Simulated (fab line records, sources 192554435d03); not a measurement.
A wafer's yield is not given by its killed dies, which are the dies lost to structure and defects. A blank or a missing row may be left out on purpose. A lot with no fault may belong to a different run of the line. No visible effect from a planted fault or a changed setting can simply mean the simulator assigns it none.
The tool behind it: which one? || flow n5_finfet || 33 wafers from 11 lots sampled at 5 of the route's 1938 steps

## WHAT EACH GAUGE READ, for each wafer
The record holds no reading of a measuring or inspecting step that can be judged against a usual standard deviation.

## EACH LOT AND THE TOOL THAT RAN IT (in order: tool; ch and the chambers of the sampled wafers; start)
{"lot": "L549", "N5_BEOL_M13_SPUTTER_45": "pvd_sputter-02, day 11 11:07", "N5_BEOL_M15_DEP_53": "pecvd-04 ch 0,1,2, day 12 05:58", "N5_MIM_TOP_SPUTTER_03": "pvd_sputter-01, day 12 08:37", "N5_MIM_BOT_ETCH_ETCH_03": "rie_metal-02 ch 0,1, day 12 10:09", "N5_PASSIVATION_PROBE_49": "-"}
{"lot": "L552", "N5_BEOL_M13_SPUTTER_45": "pvd_sputter-03, day 11 11:44", "N5_BEOL_M15_DEP_53": "pecvd-02 ch 0,1,2, day 12 09:01", "N5_MIM_TOP_SPUTTER_03": "pvd_sputter-03, day 12 12:09", "N5_MIM_BOT_ETCH_ETCH_03": "rie_metal-01 ch 0, day 12 14:05", "N5_PASSIVATION_PROBE_49": "-"}
{"lot": "L553", "N5_BEOL_M13_SPUTTER_45": "pvd_sputter-02, day 12 04:03", "N5_BEOL_M15_DEP_53": "pecvd-04 ch 0,1,2, day 12 16:14", "N5_MIM_TOP_SPUTTER_03": "pvd_sputter-03, day 13 01:41", "N5_MIM_BOT_ETCH_ETCH_03": "rie_metal-02 ch 0,1, day 13 03:11", "N5_PASSIVATION_PROBE_49": "-"}
{"lot": "L554", "N5_BEOL_M13_SPUTTER_45": "pvd_sputter-03, day 12 10:49", "N5_BEOL_M15_DEP_53": "pecvd-02 ch 0,2, day 13 11:52", "N5_MIM_TOP_SPUTTER_03": "pvd_sputter-01, day 13 15:13", "N5_MIM_BOT_ETCH_ETCH_03": "rie_metal-03 ch 0,1, day 13 16:43", "N5_PASSIVATION_PROBE_49": "-"}
{"lot": "L555", "N5_BEOL_M13_SPUTTER_45": "pvd_sputter-03, day 12 17:13", "N5_BEOL_M15_DEP_53": "pecvd-04 ch 0,1,2, day 13 12:08", "N5_MIM_TOP_SPUTTER_03": "pvd_sputter-01, day 13 15:29", "N5_MIM_BOT_ETCH_ETCH_03": "rie_metal-01 ch 0,1, day 13 17:09", "N5_PASSIVATION_PROBE_49": "-"}
{"lot": "L557", "N5_BEOL_M13_SPUTTER_45": "pvd_sputter-01, day 13 15:48", "N5_BEOL_M15_DEP_53": "pecvd-03 ch 0,2, day 14 03:59", "N5_MIM_TOP_SPUTTER_03": "pvd_sputter-03, day 14 07:44", "N5_MIM_BOT_ETCH_ETCH_03": "rie_metal-03 ch 0,1, day 14 09:21", "N5_PASSIVATION_PROBE_49": "-"}
{"lot": "L558", "N5_BEOL_M13_SPUTTER_45": "pvd_sputter-03, day 13 18:39", "N5_BEOL_M15_DEP_53": "pecvd-03 ch 0,1,2, day 14 10:12", "N5_MIM_TOP_SPUTTER_03": "pvd_sputter-03, day 14 13:56", "N5_MIM_BOT_ETCH_ETCH_03": "rie_metal-01 ch 1, day 14 15:36", "N5_PASSIVATION_PROBE_49": "prober-02, day 15 00:20"}
{"lot": "L568", "N5_BEOL_M13_SPUTTER_45": "pvd_sputter-02, day 15 17:05", "N5_BEOL_M15_DEP_53": "pecvd-04 ch 1,2, day 16 12:20", "N5_MIM_TOP_SPUTTER_03": "pvd_sputter-01, day 16 15:23", "N5_MIM_BOT_ETCH_ETCH_03": "rie_metal-03 ch 0,1, day 16 16:53", "N5_PASSIVATION_PROBE_49": "-"}
{"lot": "L569", "N5_BEOL_M13_SPUTTER_45": "pvd_sputter-03, day 17 08:33", "N5_BEOL_M15_DEP_53": "pecvd-04 ch 0,1, day 17 23:43", "N5_MIM_TOP_SPUTTER_03": "pvd_sputter-01, day 18 03:54", "N5_MIM_BOT_ETCH_ETCH_03": "rie_metal-03 ch 0,1, day 18 05:19", "N5_PASSIVATION_PROBE_49": "-"}
{"lot": "L572", "N5_BEOL_M13_SPUTTER_45": "pvd_sputter-03, day 17 10:52", "N5_BEOL_M15_DEP_53": "pecvd-03 ch 1,2, day 17 23:59", "N5_MIM_TOP_SPUTTER_03": "pvd_sputter-02, day 18 07:43", "N5_MIM_BOT_ETCH_ETCH_03": "rie_metal-02 ch 0,1, day 18 09:18", "N5_PASSIVATION_PROBE_49": "-"}
{"lot": "L571", "N5_BEOL_M13_SPUTTER_45": "pvd_sputter-01, day 17 19:47", "N5_BEOL_M15_DEP_53": "pecvd-02 ch 1,2, day 18 12:25", "N5_MIM_TOP_SPUTTER_03": "pvd_sputter-01, day 18 18:26", "N5_MIM_BOT_ETCH_ETCH_03": "rie_metal-01 ch 0, day 18 20:13", "N5_PASSIVATION_PROBE_49": "-"}
- N5_BEOL_M13_SPUTTER_45: material Cu, target thk 80 nm, time 13.33 s.
- N5_BEOL_M15_DEP_53: deposits SiCN from 3MS/NH3, target thk 50 nm, time 17.8 s.
- N5_MIM_TOP_SPUTTER_03: material TiN, target thk 35 nm, time 89.7 s.
- N5_MIM_BOT_ETCH_ETCH_03: etches the open film in Cl2/BCl3, target depth 12 nm.
- N5_PASSIVATION_PROBE_49

## AS READ BY THE TOOLS THEMSELVES (means over the sampled wafers that have a number; for cases with no such wafer, the mark the record gives instead)
N5_BEOL_M13_SPUTTER_45. Usual: throttle_valve_pct at 30.1 %, with a standard deviation of 0.78.
{"lot": "L549", "tool": "pvd_sputter-02", "throttle_valve_pct (%)": 30.4, "flag": ""}
{"lot": "L552", "tool": "pvd_sputter-03", "throttle_valve_pct (%)": 29.9, "flag": ""}
{"lot": "L553", "tool": "pvd_sputter-02", "throttle_valve_pct (%)": 29.8, "flag": ""}
{"lot": "L554", "tool": "pvd_sputter-03", "throttle_valve_pct (%)": 30.4, "flag": ""}
{"lot": "L555", "tool": "pvd_sputter-03", "throttle_valve_pct (%)": 29.6, "flag": ""}
{"lot": "L557", "tool": "pvd_sputter-01", "throttle_valve_pct (%)": 30.4, "flag": ""}
{"lot": "L558", "tool": "pvd_sputter-03", "throttle_valve_pct (%)": 29.6, "flag": ""}
{"lot": "L568", "tool": "pvd_sputter-02", "throttle_valve_pct (%)": 30.3, "flag": ""}
{"lot": "L569", "tool": "pvd_sputter-03", "throttle_valve_pct (%)": 30.0, "flag": ""}
{"lot": "L572", "tool": "pvd_sputter-03", "throttle_valve_pct (%)": 30.1, "flag": ""}
{"lot": "L571", "tool": "pvd_sputter-01", "throttle_valve_pct (%)": 30.3, "flag": ""}

N5_BEOL_M15_DEP_53. Usual: showerhead_plenum_p_Torr 4.153 Torr, standard deviation 0.018; throttle_valve_pct 18.0 %, standard deviation 0.94.
{"lot": "L549", "tool": "pecvd-04", "showerhead_plenum_p_Torr (Torr)": 4.155, "throttle_valve_pct (%)": 17.9, "flag": ""}
{"lot": "L552", "tool": "pecvd-02", "showerhead_plenum_p_Torr (Torr)": 4.166, "throttle_valve_pct (%)": 18.6, "flag": ""}
{"lot": "L553", "tool": "pecvd-04", "showerhead_plenum_p_Torr (Torr)": 4.156, "throttle_valve_pct (%)": 18.0, "flag": ""}
{"lot": "L554", "tool": "pecvd-02", "showerhead_plenum_p_Torr (Torr)": 4.143, "throttle_valve_pct (%)": 18.8, "flag": ""}
{"lot": "L555", "tool": "pecvd-04", "showerhead_plenum_p_Torr (Torr)": 4.155, "throttle_valve_pct (%)": 18.1, "flag": ""}
{"lot": "L557", "tool": "pecvd-03", "showerhead_plenum_p_Torr (Torr)": 4.154, "throttle_valve_pct (%)": 17.1, "flag": ""}
{"lot": "L558", "tool": "pecvd-03", "showerhead_plenum_p_Torr (Torr)": 4.140, "throttle_valve_pct (%)": 17.5, "flag": ""}
{"lot": "L568", "tool": "pecvd-04", "showerhead_plenum_p_Torr (Torr)": 4.147, "throttle_valve_pct (%)": 17.7, "flag": ""}
{"lot": "L569", "tool": "pecvd-04", "showerhead_plenum_p_Torr (Torr)": 4.142, "throttle_valve_pct (%)": 18.6, "flag": ""}
{"lot": "L572", "tool": "pecvd-03", "showerhead_plenum_p_Torr (Torr)": 4.147, "throttle_valve_pct (%)": 17.5, "flag": ""}
{"lot": "L571", "tool": "pecvd-02", "showerhead_plenum_p_Torr (Torr)": 4.174, "throttle_valve_pct (%)": 17.9, "flag": ""}

N5_MIM_TOP_SPUTTER_03. Usual: throttle_valve_pct at 30.2 %, with a standard deviation of 0.8.
{"lot": "L549", "tool": "pvd_sputter-01", "throttle_valve_pct (%)": 30.2, "flag": ""}
{"lot": "L552", "tool": "pvd_sputter-03", "throttle_valve_pct (%)": 29.8, "flag": ""}
{"lot": "L553", "tool": "pvd_sputter-03", "throttle_valve_pct (%)": 29.1, "flag": ""}
{"lot": "L554", "tool": "pvd_sputter-01", "throttle_valve_pct (%)": 30.5, "flag": ""}
{"lot": "L555", "tool": "pvd_sputter-01", "throttle_valve_pct (%)": 30.3, "flag": ""}
{"lot": "L557", "tool": "pvd_sputter-03", "throttle_valve_pct (%)": 29.9, "flag": ""}
{"lot": "L558", "tool": "pvd_sputter-03", "throttle_valve_pct (%)": 29.6, "flag": ""}
{"lot": "L568", "tool": "pvd_sputter-01", "throttle_valve_pct (%)": 29.9, "flag": ""}
{"lot": "L569", "tool": "pvd_sputter-01", "throttle_valve_pct (%)": 30.9, "flag": ""}
{"lot": "L572", "tool": "pvd_sputter-02", "throttle_valve_pct (%)": 30.2, "flag": ""}
{"lot": "L571", "tool": "pvd_sputter-01", "throttle_valve_pct (%)": 30.4, "flag": ""}

N5_MIM_BOT_ETCH_ETCH_03. Usual: drypump_motor_current_A 5.97 A, standard deviation 0.28; oes_product_au 0.82 a.u., standard deviation 0.096; throttle_valve_pct 27.57 %, standard deviation 0.27.
{"lot": "L549", "tool": "rie_metal-02", "drypump_motor_current_A (A)": 5.68, "oes_product_au (a.u.)": 0.82, "throttle_valve_pct (%)": 27.92, "flag": ""}
{"lot": "L552", "tool": "rie_metal-01", "drypump_motor_current_A (A)": 6.28, "oes_product_au (a.u.)": 0.75, "throttle_valve_pct (%)": 27.31, "flag": ""}
{"lot": "L553", "tool": "rie_metal-02", "drypump_motor_current_A (A)": 5.57, "oes_product_au (a.u.)": 0.70, "throttle_valve_pct (%)": 27.75, "flag": ""}
{"lot": "L554", "tool": "rie_metal-03", "drypump_motor_current_A (A)": 6.03, "oes_product_au (a.u.)": 0.82, "throttle_valve_pct (%)": 27.50, "flag": ""}
{"lot": "L555", "tool": "rie_metal-01", "drypump_motor_current_A (A)": 6.21, "oes_product_au (a.u.)": 0.85, "throttle_valve_pct (%)": 27.49, "flag": ""}
{"lot": "L557", "tool": "rie_metal-03", "drypump_motor_current_A (A)": 6.04, "oes_product_au (a.u.)": 0.81, "throttle_valve_pct (%)": 27.50, "flag": ""}
{"lot": "L558", "tool": "rie_metal-01", "drypump_motor_current_A (A)": 6.17, "oes_product_au (a.u.)": 0.88, "throttle_valve_pct (%)": 27.59, "flag": ""}
{"lot": "L568", "tool": "rie_metal-03", "drypump_motor_current_A (A)": 6.03, "oes_product_au (a.u.)": 0.79, "throttle_valve_pct (%)": 27.51, "flag": ""}
{"lot": "L569", "tool": "rie_metal-03", "drypump_motor_current_A (A)": 6.07, "oes_product_au (a.u.)": 0.83, "throttle_valve_pct (%)": 27.39, "flag": ""}
{"lot": "L572", "tool": "rie_metal-02", "drypump_motor_current_A (A)": 5.66, "oes_product_au (a.u.)": 0.86, "throttle_valve_pct (%)": 27.94, "flag": ""}
{"lot": "L571", "tool": "rie_metal-01", "drypump_motor_current_A (A)": 6.23, "oes_product_au (a.u.)": 0.71, "throttle_valve_pct (%)": 27.34, "flag": ""}

N5_PASSIVATION_PROBE_49. Usual: defect_limited_yield 91.3 %, standard deviation 1.7; killed_at_M0_to_M3 33, standard deviation 11; killed_at_M4_up 14, standard deviation 5.5; killed_at_contacts 13, standard deviation 6.5; killed_at_front_end 39, standard deviation 13; killed_at_other 3.4, standard deviation 2.9; killed_dies 103, standard deviation 20; killed_open 69, standard deviation 15; killed_short 32, standard deviation 8.1; sort_bin_5_function 5.1 %, standard deviation 1.1; sort_bin_6_memory 3.3 %, standard deviation 0.74; sort_bin_8_speed 0.00 %, standard deviation 0.014; sort_n_pass 1077, standard deviation 20; sort_yield_pct 91.3 %, standard deviation 1.7.
{"lot": "L558", "tool": "prober-02", "defect_limited_yield (%)": 90.6, "killed_at_M0_to_M3": 35, "killed_at_M4_up": 23, "killed_at_contacts": 20, "killed_at_front_end": 30, "killed_at_other": 2.3, "killed_dies": 111, "killed_open": 68, "killed_short": 28, "sort_bin_5_function (%)": 5.8, "sort_bin_6_memory (%)": 3.3, "sort_bin_8_speed (%)": 0.00, "sort_n_pass": 1069, "sort_yield_pct (%)": 90.6, "flag": ""}

## THE ANSWER, worked out from the rows above alone
Rule: a lot is off if the mean of its wafers that have a number lies more than 3 standard deviations from the usual mean. Also off: a lot with no number at a reading for which 4 or more lots have one. The other lots that the step has rows for count as sound. After the gauges, taken in route order, come the tools' own readings; for these a lot's mean is taken, as printed above. At the first step where some lot is off, the reading lying furthest off is the one used; lots without a number count as furthest.
Across all readings shown, no lot is off: no conclusion can be drawn from this.

## WHAT WAS PUT IN BY THE SIMULATOR
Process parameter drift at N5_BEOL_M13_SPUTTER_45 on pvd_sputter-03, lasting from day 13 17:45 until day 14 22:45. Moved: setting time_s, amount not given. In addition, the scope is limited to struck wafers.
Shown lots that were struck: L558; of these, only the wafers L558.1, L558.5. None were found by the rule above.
